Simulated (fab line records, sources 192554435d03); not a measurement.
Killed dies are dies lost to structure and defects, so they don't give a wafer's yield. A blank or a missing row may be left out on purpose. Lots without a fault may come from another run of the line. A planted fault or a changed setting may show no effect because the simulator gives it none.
A struck lot beside a sound one | flow n5_finfet | 15 steps out of a route of 1938
Sound: wafers L873.2, L873.3, L873.5. Struck: wafers L867.1, L867.2, L867.4. The cause comes at the end.
At each step with rows: each side's tool, then ch and its chambers, then its first start. Under that, the readings that differ: sound wafers | struck wafers | difference of the means | sigmas: that difference in standard deviations of wafers without a fault.
alike: readings whose means differ by less than 2 such deviations, and words and numbers that are the same on both sides. not compared: withheld readings, readings that some wafer has no value for, bounds like >300 that may hide the same value, and numbers for which the record gives no deviation and whose values overlap.
The two part at a step that has a row with sigmas, a row that says differs or no value, or rows on one side only. Numbers that don't overlap but have no deviation are shown without sigmas and don't part them. A reading that every wafer of one side lacks parts them only if that side has two wafers or more.

first, 4 steps without rows for these wafers: N5_PASSIVATION_EXPOSE_07 (exposes mask TV, defocus 0 nm, target cd 3000 nm); N5_PASSIVATION_PEB_08; N5_PASSIVATION_DEVELOP_09 (develop time 60 s); N5_PASSIVATION_HARDBAKE_11 (time 120 s).
N5_PASSIVATION_CD_MEAS_10: target cd 3000 nm.
  sound on cd_sem-01 ch 0, day 16 19:01; struck on cd_sem-01 ch 0, day 15 02:28
  alike: cd_nm
N5_PASSIVATION_OVL_MEAS_60:
  sound on overlay-02 ch 0, day 16 19:03; struck on overlay-01 ch 0, day 15 02:30
  reading     | sound    | struck | difference | sigmas
  TV_OVL (nm) | -4 -2 -2 | 7 7 13 | +12        | +2
N5_PASSIVATION_INSPECT_61: inspects for defects (macro).
  sound on defect_inspect-01, day 16 19:05; struck on defect_inspect-02, day 15 02:31
  alike: raw_defect_count
N5_PASSIVATION_DESCUM_12: chemistry O2, time 7.9 s.
  sound on rie_diel-06 ch 0,2, day 16 19:22; struck on rie_diel-03 ch 0,1,2, day 15 02:34
  reading                | sound             | struck            | difference | sigmas
  throttle_valve_pct (%) | 20.73 20.89 20.90 | 20.45 20.50 19.96 | -0.54      | -2
  alike: drypump_motor_current_A, o2_flow_sccm, oes_product_au, rf_vpp_V, showerhead_plenum_p_Torr
  not compared: rf_hours_counter_h
N5_PASSIVATION_PASS_ETCH_74: etches SiNx in CF4/O2, target depth 220 nm, time 110 s.
  sound on rie_diel-06 ch 0,2, day 16 19:26; struck on rie_diel-03 ch 0,1,2, day 15 02:37
  reading                | sound             | struck            | difference | sigmas
  throttle_valve_pct (%) | 16.33 16.47 16.47 | 16.14 16.09 15.53 | -0.50      | -2
  alike: drypump_motor_current_A, oes_product_au, rf_vpp_V, showerhead_plenum_p_Torr
  not compared: rf_hours_counter_h
N5_PASSIVATION_VIA_ETCH_13: etches SiO2 in CHF3/O2, target depth 660 nm, time 330 s.
  sound on rie_diel-06 ch 0,2, day 16 19:31; struck on rie_diel-03 ch 0,1,2, day 15 02:43
  reading                | sound             | struck            | difference | sigmas
  throttle_valve_pct (%) | 19.21 19.33 19.34 | 19.00 18.97 18.46 | -0.48      | -2
  alike: drypump_motor_current_A, etch_rf_on_time_s, oes_product_au, rf_vpp_V, showerhead_plenum_p_Torr
  not compared: rf_hours_counter_h
N5_PASSIVATION_STRIP_14: strips in O2.
  sound on rie_diel-06 ch 0,2, day 16 19:43; struck on rie_diel-03 ch 0,1,2, day 15 02:55
  reading                | sound             | struck            | difference | sigmas
  throttle_valve_pct (%) | 16.98 17.12 17.15 | 16.78 16.82 16.21 | -0.48      | -2
  alike: chamber_pressure_mTorr, drypump_motor_current_A, o2_flow_sccm, oes_product_au, rf_vpp_V, showerhead_plenum_p_Torr
  not compared: rf_hours_counter_h
N5_PASSIVATION_ETCH_15: etches SiCN in CF4/N2, target depth 75 nm, time 81.2 s.
  sound on rie_diel-06 ch 0,2; struck on rie_diel-03 ch 0,1,2
  reading                | sound             | struck            | difference | sigmas
  throttle_valve_pct (%) | 15.75 15.92 15.92 | 15.61 15.58 14.97 | -0.48      | -2
  alike: drypump_motor_current_A, oes_product_au, rf_vpp_V, showerhead_plenum_p_Torr
  not compared: rf_hours_counter_h
N5_PASSIVATION_STRIP_73: strips in post etch residue remover, time 60 s.
  sound on wet_bench-01 ch 5,6,7, day 16 19:53; struck on wet_bench-01 ch 1,4,7, day 15 03:04
  no value came back on the struck wafers for run_length_s (s), temp_c (C); on the sound wafers run_length_s (s) reads 66.7 67.3 68.5
then, 1 step without rows for these wafers: N5_PASSIVATION_SRD_17 (time 30 s, dry time 30 s).
N5_PASSIVATION_PROBE_49:
  sound on prober-02, day 17 02:08; struck on prober-02, day 15 09:18
  reading         | sound | struck   | difference | sigmas
  killed_at_M4_up | 8 9 5 | 24 20 27 | +16        | +3
  alike: defect_limited_yield, killed_at_M0_to_M3, killed_at_contacts, killed_at_front_end, killed_at_other, killed_dies, killed_open, killed_short, sort_bin_5_function, sort_bin_6_memory, sort_n_pass, sort_yield_pct

WHERE THEY PART
First at N5_PASSIVATION_OVL_MEAS_60; last, within this record, at N5_PASSIVATION_PROBE_49.

WHY: what the simulator had put in
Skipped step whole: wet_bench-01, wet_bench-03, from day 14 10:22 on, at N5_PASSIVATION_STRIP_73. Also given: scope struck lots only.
